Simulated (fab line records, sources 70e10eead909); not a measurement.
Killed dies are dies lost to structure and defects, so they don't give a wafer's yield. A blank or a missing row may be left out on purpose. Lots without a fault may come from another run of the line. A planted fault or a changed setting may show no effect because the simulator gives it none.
Which tool did it? | flow nand_harc | 6 lots, 18 wafers sampled, at 6 steps of a route of 1302

WHAT THE GAUGES READ, wafer by wafer
NHARC_END_SORT_01.
lot | measured | on | defect_limited_yield (%)

WHICH TOOL RAN EACH LOT (tool, then ch and the chambers of the sampled wafers, then the start)
lot  | NHARC_A_M1_PVD_20                       | NHARC_A_M1_ECD_22              | NHARC_A_M1_ANNEAL_31             | NHARC_A_M1_CMP_23             | NHARC_A_BONDPAD_CMP_29
L973 | pvd_sputter-01, day 23 11:23 or earlier | ecd_cu-01 ch 1, day 23 11:23   | rtp_anneal-02 ch 0, day 23 11:43 | cmp-04 ch 1,3, day 23 12:05   | cmp-02 ch 0,1,2, day 23 13:41
L982 | pvd_sputter-03, day 26 15:28 or earlier | ecd_cu-01 ch 0,1, day 26 15:28 | rtp_anneal-01 ch 0, day 26 15:50 | cmp-02 ch 0,1,2, day 26 16:11 | cmp-03 ch 0,2,3, day 26 17:48
L988 | pvd_sputter-03, day 28 11:02 or earlier | ecd_cu-02 ch 0,1, day 28 11:02 | rtp_anneal-01 ch 0, day 28 11:28 | cmp-04 ch 0,2,3, day 28 11:45 | cmp-02 ch 0,1,3, day 28 13:21
L992 | pvd_sputter-01, day 31 06:44 or earlier | ecd_cu-02 ch 0,1, day 31 06:44 | rtp_anneal-02 ch 0, day 31 07:12 | cmp-04 ch 0,3, day 31 07:31   | cmp-03 ch 1,2,3, day 31 09:07
L994 | pvd_sputter-01, day 31 16:49 or earlier | ecd_cu-01 ch 0,1, day 31 16:49 | rtp_anneal-02 ch 0, day 31 17:11 | cmp-04 ch 0,1,2, day 31 17:32 | cmp-03 ch 1,3, day 31 19:48
L995 | pvd_sputter-03, day 31 20:36 or earlier | ecd_cu-02 ch 0,1, day 31 20:36 | rtp_anneal-02 ch 0, day 31 20:59 | cmp-04 ch 0,1,2, day 31 21:20 | cmp-01 ch 1,2,3, day 31 22:54
- NHARC_A_M1_PVD_20: deposits TaN, target thk 5 nm, time 8.06 s.
- NHARC_A_M1_ECD_22: material Cu, target thk 400 nm.
- NHARC_A_M1_ANNEAL_31: time 90 s.
- NHARC_A_M1_CMP_23: polishes, t overpolish 20 s, target thk 154.34 nm.
- NHARC_A_BONDPAD_CMP_29: polishes SiCN, target thk 200 nm.

THE ANSWER, worked out from the rows above alone
Rule: what is usual is taken from the lots themselves. Put in order of their means at a reading, lots are off if they are a third of the lots or fewer, leave a main group of 4 or more, and stand apart from it by a gap of 3 or more times the standard deviation of the main group's means; of several such gaps the widest counts. A main group whose means are all the same, to the digits that the tables above print for the reading, isn't used. A lot without any number at a reading at which 4 lots or more have one is off too. The other lots that the step has rows for count as sound.
No lot is off at any reading shown: from this, nothing can be told.

WHAT THE SIMULATOR HAD PUT IN
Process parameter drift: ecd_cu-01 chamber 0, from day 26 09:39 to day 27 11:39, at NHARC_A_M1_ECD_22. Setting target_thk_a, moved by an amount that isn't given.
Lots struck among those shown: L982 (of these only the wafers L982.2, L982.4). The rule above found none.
